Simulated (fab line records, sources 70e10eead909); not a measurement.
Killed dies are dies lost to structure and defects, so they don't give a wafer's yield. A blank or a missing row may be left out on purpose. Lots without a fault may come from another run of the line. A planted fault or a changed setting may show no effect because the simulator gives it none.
Which tool did it? | flow nand_harc | 14 lots, 42 wafers sampled, at 4 steps of a route of 1302

WHAT THE GAUGES READ, wafer by wafer
NHARC_A_ONON_D1_THK_MEAS_11: measures by ellipsometry. Usual: thk_nm 1000 nm, standard deviation 7.
lot  | measured     | on            | thk_nm (nm)    | flag
L944 | day 7 00:04  | film_metro-01 | 1001 1002 1000 |
L943 | day 7 00:04  | film_metro-02 | 993 993 992    |
L945 | day 7 17:30  | film_metro-01 | 1004 1005 1006 |
L946 | day 7 17:30  | film_metro-02 | 1014 1013 1013 |
L947 | day 8 08:02  | film_metro-01 | 993 993 993    |
L948 | day 9 03:41  | film_metro-01 | 984 985 986    |
L949 | day 9 08:33  | film_metro-01 | 1002 1002 1003 |
L950 | day 10 02:50 | film_metro-02 | 1005 1004 1004 |
L958 | day 12 19:31 | film_metro-01 | 1002 1002 1002 |
L959 | day 13 14:18 | film_metro-01 | 998 997 997    |
L962 | day 14 13:41 | film_metro-02 | 1006 1006 1004 |
L963 | day 15 06:03 | film_metro-01 | 998 998 999    |
L965 | day 15 23:40 | film_metro-01 | 995 996 994    |
L966 | day 16 04:53 | film_metro-01 | 1001 1002 1001 |

NHARC_A_ONON_D1_THK_MEAS_21: measures by ellipsometry. Usual: thk_nm 1003 nm, standard deviation 7.4.
lot  | measured     | on            | thk_nm (nm)    | flag
L944 | day 7 09:14  | film_metro-01 | 999 1000 1000  |
L943 | day 7 09:14  | film_metro-02 | 1001 998 999   |
L945 | day 8 02:22  | film_metro-01 | 1009 1008 1008 |
L946 | day 8 02:22  | film_metro-02 | 1000 1000 999  |
L947 | day 8 21:49  | film_metro-02 | 993 992 993    |
L948 | day 9 12:32  | film_metro-02 | 1009 1011 1010 |
L949 | day 9 17:16  | film_metro-01 | 997 997 998    |
L950 | day 10 11:42 | film_metro-02 | 1005 1004 1004 |
L958 | day 13 04:58 | film_metro-01 | 1581 995 996   | OFF
L959 | day 14 00:17 | film_metro-02 | 1597 1595 1010 | OFF
L962 | day 14 23:41 | film_metro-01 | 999 998 995    |
L963 | day 15 14:59 | film_metro-01 | 1016 1013 1014 |
L965 | day 16 09:05 | film_metro-01 | 1010 1013 1011 |
L966 | day 16 13:44 | film_metro-01 | 999 998 998    |

WHICH TOOL RAN EACH LOT (tool, then ch and the chambers of the sampled wafers, then the start)
lot  | NHARC_A_ZERO_WELL_ETCH_13        | NHARC_A_ONON_D1_DEP_19
L944 | rie_si-03 ch 0,2,3, day 6 00:13  | pecvd_onon-02 ch 0, day 7 08:44
L943 | rie_si-04 ch 0,2,3, day 6 01:20  | pecvd_onon-01 ch 0, day 7 08:50
L945 | rie_si-04 ch 1,3, day 6 17:22    | pecvd_onon-03 ch 0, day 8 01:51
L946 | rie_si-03 ch 2,3, day 6 18:38    | pecvd_onon-01 ch 0, day 8 01:58
L947 | rie_si-01 ch 0,1,3, day 7 08:29  | pecvd_onon-02 ch 0, day 8 21:17
L948 | rie_si-04 ch 0,3, day 8 03:36    | pecvd_onon-02 ch 0, day 9 12:01
L949 | rie_si-04 ch 1,2,3, day 8 06:46  | pecvd_onon-01 ch 0, day 9 16:52
L950 | rie_si-03 ch 0,1, day 9 00:12    | pecvd_onon-03 ch 0, day 10 11:11
L958 | rie_si-04 ch 0,2,3, day 11 22:19 | pecvd_onon-02 ch 0, day 13 04:27
L959 | rie_si-03 ch 0,1,3, day 12 10:15 | pecvd_onon-02 ch 0, day 13 23:46
L962 | rie_si-04 ch 1,2,3, day 13 15:21 | pecvd_onon-03 ch 0, day 14 23:13
L963 | rie_si-01 ch 0,1,3, day 14 06:10 | pecvd_onon-01 ch 0, day 15 14:29
L965 | rie_si-03 ch 0,1,2, day 14 22:52 | pecvd_onon-02 ch 0, day 16 08:34
L966 | rie_si-01 ch 2,3, day 15 05:13   | pecvd_onon-01 ch 0, day 16 13:14
- NHARC_A_ZERO_WELL_ETCH_13: etches the open film in HBr/Cl2, target depth 120 nm, time 40.1 s.
- NHARC_A_ONON_D1_DEP_19: target thk 1000 nm.

WHAT THE TOOLS THEMSELVES READ (means of the sampled wafers that have a number; where no wafer has one, the mark that the record gives instead)
NHARC_A_ZERO_WELL_ETCH_13. Usual: drypump_motor_current_A 5.6 A, standard deviation 0.43; oes_product_au 0.998 a.u., standard deviation 0.0073; throttle_valve_pct 26.406 %, standard deviation 0.0088.
lot  | tool      | drypump_motor_current_A (A) | oes_product_au (a.u.) | throttle_valve_pct (%) | flag
L944 | rie_si-03 | 5.9                         | 0.997                 | 26.397                 |
L943 | rie_si-04 | 5.3                         | 0.991                 | 26.402                 |
L945 | rie_si-04 | 5.8                         | 0.997                 | 26.408                 |
L946 | rie_si-03 | 5.8                         | 1.001                 | 26.405                 |
L947 | rie_si-01 | 5.3                         | 1.002                 | 26.404                 |
L948 | rie_si-04 | 5.5                         | 1.006                 | 26.410                 |
L949 | rie_si-04 | 5.5                         | 0.998                 | 26.404                 |
L950 | rie_si-03 | 5.8                         | 0.991                 | 26.411                 |
L958 | rie_si-04 | 5.3                         | 1.004                 | 26.410                 |
L959 | rie_si-03 | 5.9                         | 0.990                 | 26.415                 |
L962 | rie_si-04 | 5.5                         | 0.997                 | 26.408                 |
L963 | rie_si-01 | 5.3                         | 0.997                 | 26.408                 |
L965 | rie_si-03 | 5.8                         | 0.995                 | 26.400                 |
L966 | rie_si-01 | 5.2                         | 0.999                 | 26.399                 |

THE ANSWER, worked out from the rows above alone
Rule: a lot is off if the mean of its wafers that have a number lies more than 3 standard deviations from the usual mean. A lot without any number at a reading at which 4 lots or more have one is off too. The other lots that the step has rows for count as sound. The gauges are gone through in route order, then the tools' own readings, and for those a lot's mean is taken as printed above. The first step at which some lot is off is used, and at that step the reading that is off furthest; a lot without a number counts as furthest.
Off: L958, L959, at NHARC_A_ONON_D1_THK_MEAS_21 (thk_nm).
A tool fits if, at a process step before that reading, it ran every lot that is off, and no sound lot after the first of them. The gauges at NHARC_A_ONON_D1_THK_MEAS_21 are tried like those tools. None of those tried fits.

WHAT THE SIMULATOR HAD PUT IN
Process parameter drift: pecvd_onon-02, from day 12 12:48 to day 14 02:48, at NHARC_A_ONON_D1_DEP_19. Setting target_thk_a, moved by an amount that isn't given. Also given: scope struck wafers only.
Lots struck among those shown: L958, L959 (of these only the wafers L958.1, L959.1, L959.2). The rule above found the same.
